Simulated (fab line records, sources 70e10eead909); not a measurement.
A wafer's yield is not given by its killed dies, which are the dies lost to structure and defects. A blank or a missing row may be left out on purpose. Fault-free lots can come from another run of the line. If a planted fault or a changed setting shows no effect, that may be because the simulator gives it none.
8D (eight disciplines) problem report, filled in by code ; flow nandHarc ; the parts of the form that need people (team, actions taken, sign-off) are left out

== 1. WHAT WENT WRONG ==
Wafers without a fault read 200.5 nm, standard deviation 2.5; thkNm at NHARC_A_SOURCE_PLATE_THK_MEAS_06 reads a mean of 50.1 nm on 6 wafers belonging to 2 lots. Measured from the usual mean, that is -60 standard deviations.
The step: measures by ellipsometry.
Earliest sighting: wafer L354.2 on filmMetro-02 at day 9 18:38. The record has a number at this step for 36 wafers belonging to 12 lots. Rule for "out" (also "out of limits"): further than 4 standard deviations from the usual mean. All remaining wafers that have a number are taken as sound.

== 2. WHAT IT IS, WHAT IT ISN'T ==
question;is;is not
which readings at this step;thkNm;-
which lots;L354, L355;L345, L348, L351, L357, L358, L360, L361, L362, L363, L367
which wafers of those lots;all that have a number;-
read on which gauges;filmMetro-01, filmMetro-02;-
when;from day 9 18:38;"up to then (9 sound wafers); but 21 sound wafers of L357, L358, L360, L361, L362, L363, L367 came after"

== 3. THE SUSPECTS, EACH WITH WHAT RULES IT OUT ==
Counting: a tool at a process step up to the reading stays a suspect if it ran every lot that is out and no sound lot after the first of them.
- the gauge at NHARC_A_SOURCE_PLATE_THK_MEAS_06: ruled out. Those wafers that are out were read across 2 gauges (filmMetro-01, filmMetro-02).
- lpcvdPoly-04 at NHARC_A_SOURCE_PLATE_CVD_03 (deposits poly-Si, target thk 200 nm, time 4000 s): ruled out as a lasting fault. Sound lots L357, L358, L360, L361 ran on it after its first lot that is out, L354 (day 9 06:17).
Left after counting: nothing in the record.

== 4. THE CAUSE (what the simulator had put in) ==
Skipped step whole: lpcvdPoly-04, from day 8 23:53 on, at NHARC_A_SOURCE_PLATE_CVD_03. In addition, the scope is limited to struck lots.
Counting ruled it out, wrongly: the rule takes a fault to strike every lot that its tool runs from its start on, and this one did not.

== 5. THE CHAIN OF EFFECTS, in route order ==
Rows list readings where the struck wafers' mean (over those with a number) sits beyond 3 standard deviations from the usual. Only readings for which the record gives a usual standard deviation are gone through. hours: the time from each lot's start at the first step in this table that gives one to its start at this step, as a median over the lots. sigmas: the change in usual standard deviations.
hours;step;reading;usual;on struck wafers;change;sigmas
0;NHARC_A_SOURCE_PLATE_THK_MEAS_06;thkNm;200.5 nm;50.1;-150.4;-60
279;NHARC_END_SORT_01;killedAtArray;27;675;+648;+59
279;NHARC_END_SORT_01;killedDies;30;677;+647;+59
Readings that are blank on the struck wafers while sound wafers have them: pressureMtorr at NHARC_A_SOURCE_PLATE_CVD_03; runLengthS at NHARC_A_SOURCE_PLATE_CVD_03; spikeTcUpperC at NHARC_A_SOURCE_PLATE_CVD_03.

== 6. WHAT WOULD HAVE CAUGHT IT SOONER ==
In this record the first reading out of limits at a measuring or inspecting step was taken at day 9 18:38, 19 hours after the fault began at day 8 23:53.
At NHARC_A_SOURCE_PLATE_CVD_03 the tool's readings are blank on the struck wafers, where sound wafers have them: an empty tool record is the first sign, and it was there at once.
